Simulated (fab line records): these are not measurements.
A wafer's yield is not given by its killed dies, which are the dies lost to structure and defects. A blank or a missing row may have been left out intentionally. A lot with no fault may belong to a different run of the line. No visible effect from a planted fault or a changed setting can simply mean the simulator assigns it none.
Check of tool commonality :: flow nand_harc :: 9 wafers sampled across 3 lots

REASON FOR OPENING
Flagged at NHARC_END_SORT_01: reading killed_at_array, on 3 of 3 lots. No-fault wafers: 28, standard deviation 11.
Rule: a lot gets a flag if all its wafers with a number sit over 4 standard deviations from that mean, or if no wafer of it has a number. The other lots count as sound.

lot: L451
measured: day 24 11:25
on: prober-01
killed_at_array, wafer by wafer: 100 109 95
flag: FLAGGED

lot: L453
measured: day 24 17:31
on: prober-02
killed_at_array, wafer by wafer: 97 84 87
flag: FLAGGED

lot: L454
measured: day 25 01:14
on: prober-02
killed_at_array, wafer by wafer: 98 102 115
flag: FLAGGED
Average over the flagged lots: 99; offset from the usual +71, equal to +6 standard deviations.

LOT BY LOT: THE TOOL USED
Before the reading, the record contains 4 process steps out of a 1159-step route. Every cell lists first the tool, next ch and the chambers used by the sampled wafers, and last the start.
lot: L451
flag: FLAGGED
NHARC_A_CONTACT_ETCH_116: har_cap_etch-01 ch 0,1, day 21 05:24
NHARC_THIN_TSV_PRE_CLEAN_54: pvd_sputter-03, day 23 17:37
NHARC_THIN_TSV_ETCH_36: rie_metal-03 ch 0,1, day 23 19:07
NHARC_THIN_TSV_STRIP_56: plasma_asher-02 ch 0,1, day 23 19:32

lot: L453
flag: FLAGGED
NHARC_A_CONTACT_ETCH_116: har_cap_etch-01 ch 0,1, day 21 12:33
NHARC_THIN_TSV_PRE_CLEAN_54: pvd_sputter-02, day 23 20:48
NHARC_THIN_TSV_ETCH_36: rie_metal-01 ch 0,1, day 23 22:25
NHARC_THIN_TSV_STRIP_56: plasma_asher-02 ch 1, day 23 22:34

lot: L454
flag: FLAGGED
NHARC_A_CONTACT_ETCH_116: har_cap_etch-01 ch 0,1, day 21 15:37
NHARC_THIN_TSV_PRE_CLEAN_54: pvd_sputter-01, day 24 03:01
NHARC_THIN_TSV_ETCH_36: rie_metal-01 ch 0,1, day 24 04:47
NHARC_THIN_TSV_STRIP_56: plasma_asher-01 ch 0,1, day 24 04:56
What is done by these steps:
- NHARC_A_CONTACT_ETCH_116: etches the open film in C4F8/O2/Ar, time 94 s, target depth 922 nm.
- NHARC_THIN_TSV_PRE_CLEAN_54: time 30 s.
- NHARC_THIN_TSV_ETCH_36: etches the open film in Cl2/BCl3, target depth 65 nm, time 18.571 s.
- NHARC_THIN_TSV_STRIP_56: strips in O2.
- NHARC_END_SORT_01

FLAGGED AGAINST TOTAL, ONE TOOL AT A TIME (gauges that did the reading follow at the end)
step: NHARC_A_CONTACT_ETCH_116
tool: har_cap_etch-01
lots run: 3
flagged: 3
share of the flagged lots: all
sound lots run after its first flagged lot: 0

step: NHARC_THIN_TSV_PRE_CLEAN_54
tool: pvd_sputter-01
lots run: 1
flagged: 1
share of the flagged lots: some
sound lots run after its first flagged lot: 0

step: NHARC_THIN_TSV_PRE_CLEAN_54
tool: pvd_sputter-02
lots run: 1
flagged: 1
share of the flagged lots: some
sound lots run after its first flagged lot: 0

step: NHARC_THIN_TSV_PRE_CLEAN_54
tool: pvd_sputter-03
lots run: 1
flagged: 1
share of the flagged lots: some
sound lots run after its first flagged lot: 0

step: NHARC_THIN_TSV_ETCH_36
tool: rie_metal-01
lots run: 2
flagged: 2
share of the flagged lots: some
sound lots run after its first flagged lot: 0

step: NHARC_THIN_TSV_ETCH_36
tool: rie_metal-03
lots run: 1
flagged: 1
share of the flagged lots: some
sound lots run after its first flagged lot: 0

step: NHARC_THIN_TSV_STRIP_56
tool: plasma_asher-01
lots run: 1
flagged: 1
share of the flagged lots: some
sound lots run after its first flagged lot: 0

step: NHARC_THIN_TSV_STRIP_56
tool: plasma_asher-02
lots run: 2
flagged: 2
share of the flagged lots: some
sound lots run after its first flagged lot: 0

step: NHARC_END_SORT_01
tool: prober-01
lots run: 1
flagged: 1
share of the flagged lots: some
sound lots run after its first flagged lot: 0

step: NHARC_END_SORT_01
tool: prober-02
lots run: 2
flagged: 2
share of the flagged lots: some
sound lots run after its first flagged lot: 0

WHAT IS ALLOWED BY THE TABLE
All flagged lots share 1 row of the table, namely har_cap_etch-01 at NHARC_A_CONTACT_ETCH_116.
- har_cap_etch-01 at NHARC_A_CONTACT_ETCH_116: 3 of its 3 lots flagged. It ran no sound lot before its first flagged lot in this sample, so the start can't be narrowed down.
One tool is left: har_cap_etch-01 at NHARC_A_CONTACT_ETCH_116.

WHAT THE SIMULATOR HAD INSERTED
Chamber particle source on har_cap_etch-01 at NHARC_A_CONTACT_ETCH_116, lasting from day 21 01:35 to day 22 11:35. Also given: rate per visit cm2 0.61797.
Shown lots that were struck: L451, L453, L454. The same result came from the rule above.
